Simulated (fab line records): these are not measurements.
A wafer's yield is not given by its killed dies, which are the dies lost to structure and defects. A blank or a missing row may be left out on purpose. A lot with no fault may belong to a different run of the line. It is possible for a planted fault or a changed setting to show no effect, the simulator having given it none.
Chamber matching | flow n5_finfet | rie_diel-05 running N5_BEOL_M1_DESCUM_16: 4 sister chambers
The step chemistry O2, time 7 s. 20 wafers are shown with their chamber, then 10 later ones without.

== WAFERS WITH THEIR CHAMBER ==
wafer  | chamber | showerhead_plenum_p_Torr (Torr) | drypump_motor_current_A (A) | throttle_valve_pct (%)
L074.1 | 2       | 2.23                            | 5.81                        | 20.60
L074.4 | 1       | 2.08                            | 5.68                        | 20.51
L074.6 | 2       | 2.24                            | 5.85                        | 20.60
L081.1 | 3       | 2.01                            | 6.00                        | 20.57
L081.5 | 0       | 2.07                            | 5.82                        | 20.87
L081.6 | 3       | 2.01                            | 6.01                        | 20.58
L084.1 | 3       | 2.01                            | 5.98                        | 20.58
L084.2 | 2       | 2.23                            | 5.80                        | 20.64
L084.3 | 0       | 2.07                            | 5.81                        | 20.86
L087.1 | 1       | 2.07                            | 5.67                        | 20.55
L087.2 | 2       | 2.23                            | 5.82                        | 20.63
L087.5 | 3       | 2.00                            | 5.98                        | 20.58
L089.1 | 3       | 2.00                            | 5.97                        | 20.59
L089.3 | 0       | 2.06                            | 5.81                        | 20.86
L089.4 | 0       | 2.06                            | 5.80                        | 20.88
L090.2 | 3       | 2.00                            | 6.01                        | 20.59
L090.5 | 2       | 2.23                            | 5.83                        | 20.63
L090.6 | 0       | 2.06                            | 5.81                        | 20.88
L092.1 | 2       | 2.22                            | 5.84                        | 20.65
L092.2 | 3       | 2.00                            | 6.01                        | 20.61

SIGNATURES (averages over the wafers above)
reading                  | chamber 0 | chamber 1 | chamber 2 | chamber 3 | scatter within a chamber
showerhead_plenum_p_Torr | 2.0640    | 2.0750    | 2.2300    | 2.0043    | 0.00582
drypump_motor_current_A  | 5.8100    | 5.6750    | 5.8250    | 5.9943    | 0.0154
throttle_valve_pct       | 20.8700   | 20.5300   | 20.6250   | 20.5857   | 0.0164
Rule: a wafer's distance from a chamber is the root of the sum, over the readings, of the square of ((its reading less the chamber's mean) divided by the reading's scatter). If the next closest chamber is less than 2 further off than the closest, the wafer can't be placed; otherwise it belongs to the closest. The scatter is the square root of a quotient: the sum, over the shown wafers, of each reading's squared deviation from its chamber's mean, divided by wafers minus chambers.

== WAFERS MISSING THEIR CHAMBER ==
wafer  | showerhead_plenum_p_Torr (Torr) | drypump_motor_current_A (A) | throttle_valve_pct (%)
L092.5 | 2.22                            | 5.84                        | 20.65
L095.1 | 2.22                            | 5.81                        | 20.65
L095.2 | 2.07                            | 5.66                        | 20.18
L095.3 | 2.00                            | 5.98                        | 20.62
L094.2 | 2.00                            | 5.99                        | 20.62
L094.3 | 2.07                            | 5.68                        | 20.17
L094.6 | 2.00                            | 6.00                        | 20.61
L097.2 | 2.00                            | 6.00                        | 20.63
L097.4 | 2.00                            | 6.01                        | 20.62
L097.5 | 2.22                            | 5.79                        | 20.67

== THE CHAMBER EACH PASSED THROUGH ==
wafer  | from the rows above | in truth
L092.5 | 2                   | 2
L095.1 | 2                   | 2
L095.2 | 1                   | 1
L095.3 | 3                   | 3
L094.2 | 3                   | 3
L094.3 | 1                   | 1
L094.6 | 3                   | 3
L097.2 | 3                   | 3
L097.4 | 3                   | 3
L097.5 | 2                   | 2
Correct placement for 10 of the 10. Not placeable from these rows: 0. 0 placed wrongly.
